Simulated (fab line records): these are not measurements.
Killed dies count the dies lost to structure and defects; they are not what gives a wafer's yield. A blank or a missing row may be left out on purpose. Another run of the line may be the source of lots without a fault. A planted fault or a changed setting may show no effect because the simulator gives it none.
Chamber matching    flow nand-harc    NHARC_A_CONTACT_DEP_85 on pecvd-01 has 3 sister chambers
The step deposits SiON, target thk 50 nm. 16 wafers are shown with their chamber, then 8 later ones without.

WAFERS WITH THEIR CHAMBER
wafer   chamber  heater-power-w (W)
L520.3  2        654
L520.4  1        852
L520.5  2        645
L522.2  0        810
L522.3  2        768
L522.6  1        836
L521.2  2        718
L521.4  1        932
L521.5  0        818
L523.1  0        757
L523.4  1        813
L523.5  2        747
L524.1  0        719
L524.3  1        934
L524.4  1        951
L526.2  1        942

SIGNATURES (means of the wafers above)
reading         chamber 0  chamber 1  chamber 2  scatter within a chamber
heater-power-w  776.00     894.29     706.40     54.7
Rule: a wafer lies at a distance from a chamber equal to the root of the sum of squares, over the readings, of (its reading less the chamber's mean, divided by the reading's scatter). If the next closest chamber is less than 2 further off than the closest, the wafer can't be placed; otherwise it belongs to the closest. The scatter: the root of (the sum of the squares of (reading less its chamber's mean) over the shown wafers, divided by (wafers less chambers)).

WAFERS WITHOUT THEIR CHAMBER
wafer   heater-power-w (W)
L526.5  737
L526.6  924
L528.1  864
L528.2  928
L528.6  728
L534.1  847
L534.3  747
L534.6  781

WHICH CHAMBER EACH ONE RAN IN
wafer   from the rows above           in truth
L526.5  can't be placed: 2 or 0       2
L526.6  1                             1
L528.1  can't be placed: 1 or 0       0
L528.2  1                             1
L528.6  can't be placed: 2 or 0       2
L534.1  can't be placed: 1 or 0 or 2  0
L534.3  can't be placed: 0 or 2       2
L534.6  can't be placed: 0 or 2 or 1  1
Correct placement for 2 of the 8. These rows do not allow placing 6 (true chamber among the candidates in 6). Number placed wrongly: 0.
